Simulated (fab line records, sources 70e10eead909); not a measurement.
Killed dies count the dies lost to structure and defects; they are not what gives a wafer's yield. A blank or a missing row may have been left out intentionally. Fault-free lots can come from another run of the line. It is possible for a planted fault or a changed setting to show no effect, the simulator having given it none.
Matching of chambers / flow nand-harc / NHARC_A_CHANNEL_FILL_D2_ALD_25 on ald-hk-01 has 4 sister chambers
The step deposits SiOx, target thk 60 nm, pulse time 10 s, ald cycles 600. 18 wafers are shown with their chamber, then 9 later ones without.

== WAFERS PAIRED WITH THEIR CHAMBERS ==
wafer=L074.1; chamber=2; heater-power-w (W)=549; susceptor-temp-C (C)=300.19; precursor-pulse-height-rel=0.997
wafer=L074.2; chamber=3; heater-power-w (W)=456; susceptor-temp-C (C)=300.11; precursor-pulse-height-rel=1.023
wafer=L074.5; chamber=2; heater-power-w (W)=551; susceptor-temp-C (C)=300.20; precursor-pulse-height-rel=1.027
wafer=L075.3; chamber=1; heater-power-w (W)=458; susceptor-temp-C (C)=300.00; precursor-pulse-height-rel=0.996
wafer=L075.1; chamber=3; heater-power-w (W)=462; susceptor-temp-C (C)=300.01; precursor-pulse-height-rel=0.971
wafer=L075.6; chamber=1; heater-power-w (W)=468; susceptor-temp-C (C)=299.82; precursor-pulse-height-rel=1.015
wafer=L080.1; chamber=1; heater-power-w (W)=477; susceptor-temp-C (C)=300.18; precursor-pulse-height-rel=1.025
wafer=L080.3; chamber=2; heater-power-w (W)=549; susceptor-temp-C (C)=299.73; precursor-pulse-height-rel=1.026
wafer=L080.5; chamber=0; heater-power-w (W)=516; susceptor-temp-C (C)=299.94; precursor-pulse-height-rel=0.974
wafer=L081.3; chamber=3; heater-power-w (W)=461; susceptor-temp-C (C)=299.79; precursor-pulse-height-rel=1.002
wafer=L081.4; chamber=1; heater-power-w (W)=465; susceptor-temp-C (C)=299.96; precursor-pulse-height-rel=0.986
wafer=L081.6; chamber=3; heater-power-w (W)=456; susceptor-temp-C (C)=299.92; precursor-pulse-height-rel=0.989
wafer=L083.1; chamber=1; heater-power-w (W)=468; susceptor-temp-C (C)=300.28; precursor-pulse-height-rel=0.999
wafer=L083.3; chamber=2; heater-power-w (W)=566; susceptor-temp-C (C)=300.03; precursor-pulse-height-rel=1.019
wafer=L083.2; chamber=3; heater-power-w (W)=476; susceptor-temp-C (C)=299.83; precursor-pulse-height-rel=1.001
wafer=L086.1; chamber=2; heater-power-w (W)=550; susceptor-temp-C (C)=299.87; precursor-pulse-height-rel=1.011
wafer=L086.2; chamber=0; heater-power-w (W)=515; susceptor-temp-C (C)=299.71; precursor-pulse-height-rel=1.013
wafer=L086.5; chamber=2; heater-power-w (W)=545; susceptor-temp-C (C)=300.05; precursor-pulse-height-rel=0.997

SIGNATURES, as means of the wafers listed above
reading=heater-power-w; chamber 0=515.50; chamber 1=467.20; chamber 2=551.67; chamber 3=462.20; scatter within a chamber=7.19
reading=susceptor-temp-C; chamber 0=299.8250; chamber 1=300.0480; chamber 2=300.0117; chamber 3=299.9320; scatter within a chamber=0.168
reading=precursor-pulse-height-rel; chamber 0=0.99350; chamber 1=1.00420; chamber 2=1.01283; chamber 3=0.99720; scatter within a chamber=0.0171
Rule: distance of a wafer from a chamber = root of the sum over the readings of ((wafer's reading minus chamber's mean) / reading's scatter) squared. The wafer belongs to the nearest chamber; if the next one is less than 2 further off, it can't be placed. The scatter: take each reading less its chamber's mean, square it, sum over the shown wafers, divide by the number of wafers less the number of chambers, and take the root.

== WAFERS WITHOUT THEIR CHAMBER ==
wafer=L087.1; heater-power-w (W)=509; susceptor-temp-C (C)=299.72; precursor-pulse-height-rel=0.972
wafer=L087.4; heater-power-w (W)=464; susceptor-temp-C (C)=299.77; precursor-pulse-height-rel=1.016
wafer=L087.6; heater-power-w (W)=528; susceptor-temp-C (C)=299.85; precursor-pulse-height-rel=1.002
wafer=L089.2; heater-power-w (W)=449; susceptor-temp-C (C)=300.31; precursor-pulse-height-rel=1.010
wafer=L089.3; heater-power-w (W)=529; susceptor-temp-C (C)=299.92; precursor-pulse-height-rel=1.014
wafer=L089.5; heater-power-w (W)=438; susceptor-temp-C (C)=300.03; precursor-pulse-height-rel=0.993
wafer=L095.3; heater-power-w (W)=437; susceptor-temp-C (C)=300.12; precursor-pulse-height-rel=0.985
wafer=L095.4; heater-power-w (W)=523; susceptor-temp-C (C)=299.99; precursor-pulse-height-rel=0.977
wafer=L095.6; heater-power-w (W)=502; susceptor-temp-C (C)=299.98; precursor-pulse-height-rel=0.992

== THE CHAMBER EACH PASSED THROUGH ==
wafer=L087.1; from the rows above=0; in truth=0
wafer=L087.4; from the rows above=can't be placed: 3 or 1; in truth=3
wafer=L087.6; from the rows above=can't be placed: 0 or 2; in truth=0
wafer=L089.2; from the rows above=can't be placed: 1 or 3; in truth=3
wafer=L089.3; from the rows above=can't be placed: 0 or 2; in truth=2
wafer=L089.5; from the rows above=can't be placed: 3 or 1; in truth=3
wafer=L095.3; from the rows above=can't be placed: 3 or 1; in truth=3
wafer=L095.4; from the rows above=0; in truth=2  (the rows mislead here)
wafer=L095.6; from the rows above=0; in truth=0
Correct placement for 2 of the 9. Unplaceable from these rows: 6, with the true chamber sitting among the candidates in 6. Wrongly placed: 1.
